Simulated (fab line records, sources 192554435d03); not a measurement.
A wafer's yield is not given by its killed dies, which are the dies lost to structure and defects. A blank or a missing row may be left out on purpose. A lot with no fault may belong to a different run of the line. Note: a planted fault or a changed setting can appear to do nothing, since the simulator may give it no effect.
Split-lot trial    flow n5-finfet    21 wafers read from 7 lots, route of 1938 steps

== THE SPLIT ==
At N5_BEOL_M13_ETCH_68 (etches SOC in N2/H2, time 355 s), the setting time-s was moved away from the recipe's 355 s on 8 of the 21 wafers read, by -13.4% to +16.9%. For the rest of the wafers, this setting stayed at what the recipe calls for.

The reading comes from the split's own step.

== THE READING ==
SiARC_of_BEOL_M13_COAT_66.thk-nm (the simulator's own value, which no gauge read), in nm, at N5_BEOL_M13_ETCH_68 (etches SOC in N2/H2, time 355 s). The file does not state a usual value for it. The 13 wafers here that ran the recipe average 76.8 nm, standard deviation 0.47 nm.

wafer   tool, chamber at the split  time-s as run, s  against the recipe  SiARC_of_BEOL_M13_COAT_66.thk-nm, nm  against lot-mates on the recipe
L075.1  rie-diel-01, 3              355               recipe              76.8                                  -
L075.3  rie-diel-01, 0              323               -9.0%               79.2                                  +2.8
L075.4  rie-diel-01, 1              355               recipe              76                                    -
L083.1  rie-diel-03, 2              355               recipe              76.4                                  -
L083.3  rie-diel-03, 3              355               recipe              76                                    -
L083.4  rie-diel-03, 0              355               recipe              76.6                                  -
L085.1  rie-diel-01, 2              319.7             -9.9%               80.8                                  +3.2
L085.3  rie-diel-01, 1              319.7             -9.9%               80.6                                  +3.0
L085.4  rie-diel-01, 0              355               recipe              77.6                                  -
L088.1  rie-diel-01, 0              319               -10.1%              80.2                                  +3.4
L088.3  rie-diel-01, 1              319               -10.1%              79.6                                  +2.8
L088.6  rie-diel-01, 2              355               recipe              76.8                                  -
L091.1  rie-diel-01, 2              355               recipe              77.4                                  -
L091.4  rie-diel-01, 0              307.6             -13.4%              82.4                                  +5.0
L091.5  rie-diel-01, 0              307.6             -13.4%              81.8                                  +4.4
L095.3  rie-diel-01, 2              355               recipe              77.2                                  -
L095.4  rie-diel-01, 3              414.9             +16.9%              71.8                                  -5.1
L095.6  rie-diel-01, 2              355               recipe              76.6                                  -
L096.1  rie-diel-02, 3              355               recipe              77.2                                  -
L096.5  rie-diel-02, 0              355               recipe              76.8                                  -
L096.6  rie-diel-02, 3              355               recipe              77                                    -

FIT RESULTS
A straight line over all 21 wafers: SiARC_of_BEOL_M13_COAT_66.thk-nm changes by -0.34 nm for each +1% of time-s; r = -0.97; the points scatter about the line by 0.56 nm.
The same after taking each lot's own level away (the mean of its wafers on the recipe; 21 wafers): -0.319 nm for each +1%; r = -0.99; scatter 0.29 nm.
Per that fit: largest time-s move, reading shift of 5.4 nm.
Across the lots, their own levels run from 76.33 to 77.60 nm, a range of 2.7 times the standard deviation given above.
Hence the lot-to-lot level has little effect on the slope; both slopes agree.
Check: for one of the wafers moved furthest among these (+16.9%), held out of the fit, the line's prediction against its lot-mates is -5.57 nm. Against them it came out at -5.1 nm.

== OTHER SPLITS APPLIED TO THESE WAFERS ==
Other splits were also applied to these wafers ahead of the reading. Each is held against what the fit with the lots' levels taken away leaves over:
other split on the same wafers     wafers away from the commonest value  r with SiARC_of_BEOL_M13_COAT_66.thk-nm (lot level and that fit taken away)
N5_BEOL_M11_CURE_72 time-s         7                                     -0.22
N5_BEOL_M12_CMP_49 down-force-psi  4                                     +0.02

== FILE'S OWN FIT ==
SiARC_of_BEOL_M13_COAT_66.thk-nm changes by -0.317 nm for each +1% of time-s, r = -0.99.
